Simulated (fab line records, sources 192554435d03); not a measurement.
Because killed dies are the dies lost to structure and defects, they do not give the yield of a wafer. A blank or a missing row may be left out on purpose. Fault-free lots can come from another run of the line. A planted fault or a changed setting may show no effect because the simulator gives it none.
A lot that was struck, set against a sound lot -- flow n5_finfet -- 16 out of 1938 route steps
Sound: these wafers, L799.2, L799.3, L799.4. Struck: wafer L809.5; the same lot's L809.3 was not struck, so it is left out; see the end for the cause.
For every step that has rows: the tool of each side, followed by ch and its chambers, followed by its first start. Under that, the readings that differ: sound wafers -- struck wafers -- difference of the means -- sigmas: that difference in standard deviations of wafers without a fault.
alike: a reading whose means differ by less than 2 such deviations, as well as words and numbers matching on both sides. not compared: withheld readings; readings where some wafer has no value; bounds like >300 that might hide an equal value; numbers whose values overlap and for which the record gives no deviation.
A row with sigmas, a row that says differs or no value, or rows on one side alone: a step with any of these is where the two part. Numbers that have no deviation but don't overlap get no sigmas and don't part them. A reading that every wafer of one side lacks parts them only if that side has two wafers or more.

first, 3 steps without rows for these wafers: N5_FIN_SAQP_EXPOSE_13 (exposes mask FIN CORE, target cd 35.6 nm); N5_FIN_SAQP_PEB_14 (peb time 60 s); N5_FIN_SAQP_DEVELOP_15 (develop time 30 s).
N5_FIN_SAQP_CD_MEAS_16: the cd target is 35.6 nm.
  sound on cd_sem-03 ch 0, day 2 16:14; struck on cd_sem-02 ch 0, day 4 22:56
  alike: cd_nm
N5_FIN_SAQP_OVL_MEAS_17:
  sound on overlay-02 ch 0, day 2 16:16; struck on overlay-02 ch 0, day 4 22:58
  alike: FIN_CORE_OVL
N5_FIN_SAQP_INSPECT_18: inspects for defects (brightfield).
  sound on defect_inspect-02, day 2 16:18; struck on defect_inspect-02, day 4 22:59
  alike: raw_defect_count
N5_FIN_SAQP_DESCUM_21: chemistry O2, time 7.9 s.
  sound on rie_diel-02 ch 1,2,3, day 2 16:20; struck on rie_diel-03 ch 0, day 4 23:02
  alike: drypump_motor_current_A, oes_product_au, rf_vpp_V, showerhead_plenum_p_Torr, temp_c, throttle_valve_pct
  not compared: rf_hours_counter_h
N5_FIN_SAQP_ETCH_51: etches SiARC in CF4, target depth 45.5 nm, time 75.8 s.
  sound on rie_diel-02 ch 1,2,3, day 2 16:22; struck on rie_diel-03 ch 0, day 4 23:04
reading,sound,struck,difference,sigmas
oes_product_au (a.u.),0.61 0.71 0.61,0.80,+0.16,+2
  alike: drypump_motor_current_A, etch_rf_on_time_s, rf_vpp_V, showerhead_plenum_p_Torr, throttle_valve_pct
  not compared: rf_hours_counter_h
N5_FIN_SAQP_ETCH_52: etches SOC in N2/H2, target depth 100 nm, overetch 20 nm, time 150 s.
  sound on rie_diel-02 ch 1,2,3, day 2 16:25; struck on rie_diel-03 ch 0, day 4 23:07
reading,sound,struck,difference,sigmas
oes_product_au (a.u.),0.64 0.73 0.65,0.82,+0.15,+2
  alike: drypump_motor_current_A, rf_vpp_V, showerhead_plenum_p_Torr, temp_c, throttle_valve_pct
  not compared: rf_hours_counter_h
then, 1 step without rows for these wafers: N5_FIN_SAQP_STRIP_53 (strips in N2/H2).
N5_FIN_SAQP_HM_OPEN_73: chemistry CHF3/O2, target SiO2, stops on a-Si, target depth 12 nm, time 16.8 s.
  sound on rie_diel-02 ch 1,2,3, day 2 16:32; struck on rie_diel-03 ch 0, day 4 23:13
reading,sound,struck,difference,sigmas
oes_product_au (a.u.),0.42 0.49 0.43,0.55,+0.10,+2
  alike: drypump_motor_current_A, rf_vpp_V, showerhead_plenum_p_Torr, throttle_valve_pct
  not compared: rf_hours_counter_h
then, 1 step without rows for these wafers: N5_FIN_SAQP_STRIP_74 (strips in CHF3/O2).
N5_FIN_SAQP_MANDREL_ETCH_22: etches a-Si in HBr/Cl2, stops on SiNx, target depth 60 nm, bt time 10 s, time 30 s.
  sound on rie_si-01 ch 0,1,2, day 2 16:37; struck on rie_si-04 ch 3, day 4 23:19
reading,sound,struck,difference,sigmas
over_etch_frac,0.5 0.5 0.5,0.43803,-0.06197,
throttle_valve_pct (%),35.4 34.3 35.4,36.1,+1.1,+2
model.SOC_of_FIN_SAQP_COAT_49.thk_nm (nm),76.58 75.83 76.22,76.73,+0.52,
  alike: drypump_motor_current_A, oes_product_au
  not compared: rf_hours_counter_h
N5_FIN_SAQP_STRIP_55: strips in N2/H2.
  sound on rie_diel-02 ch 1,2,3, day 2 16:44; struck on rie_diel-03 ch 0, day 4 23:25
reading,sound,struck,difference,sigmas
rf_vpp_V (V),121.3 121.1 121.6,124.1,+2.8,+2
  alike: drypump_motor_current_A, oes_product_au, showerhead_plenum_p_Torr, temp_c, throttle_valve_pct
  not compared: rf_hours_counter_h
-- the record jumps here: 8 days lie between the struck wafers' starts before and after (it left off in module FIN_SAQP and takes up again in module BEOL_M4, whose first step shown is number 1111 of the route) --
N5_BEOL_M4_RC_MEAS_101:
  sound on prober-02 ch 0, day 10 23:16; struck on prober-02 ch 0, day 12 12:27
reading,sound,struck,difference,sigmas
ION_N (uA/um),663 672 677,635,-36,-2
ION_P (uA/um),465 474 474,443,-28,-3
SS_N (mV/dec),70.9 71.0 72.3,74.6,+3.2,+3
  alike: DIBL_N, DIBL_P, IOFF_N, IOFF_P, SS_P, VT_N, VT_P
-- a jump in the record: the struck wafers' starts before and after are 4 days apart (it breaks off in module BEOL_M4 and resumes in module PASSIVATION, where the first step shown is number 1936 of the route) --
N5_PASSIVATION_PROBE_49:
  sound on prober-02, day 15 13:47; struck on prober-01, day 16 20:54
  alike: defect_limited_yield, killed_at_M0_to_M3, killed_at_M4_up, killed_at_contacts, killed_at_front_end, killed_at_other, killed_dies, killed_on_rim, killed_open, killed_short, sort_bin_5_function, sort_bin_6_memory, sort_bin_8_speed, sort_n_pass, sort_yield_pct

WHERE THEY PART
Earliest at N5_FIN_SAQP_ETCH_51; latest, in this record, at N5_BEOL_M4_RC_MEAS_101. Later steps at which nothing parts them and some readings are alike: N5_PASSIVATION_PROBE_49.

WHY: whatever the simulator had introduced
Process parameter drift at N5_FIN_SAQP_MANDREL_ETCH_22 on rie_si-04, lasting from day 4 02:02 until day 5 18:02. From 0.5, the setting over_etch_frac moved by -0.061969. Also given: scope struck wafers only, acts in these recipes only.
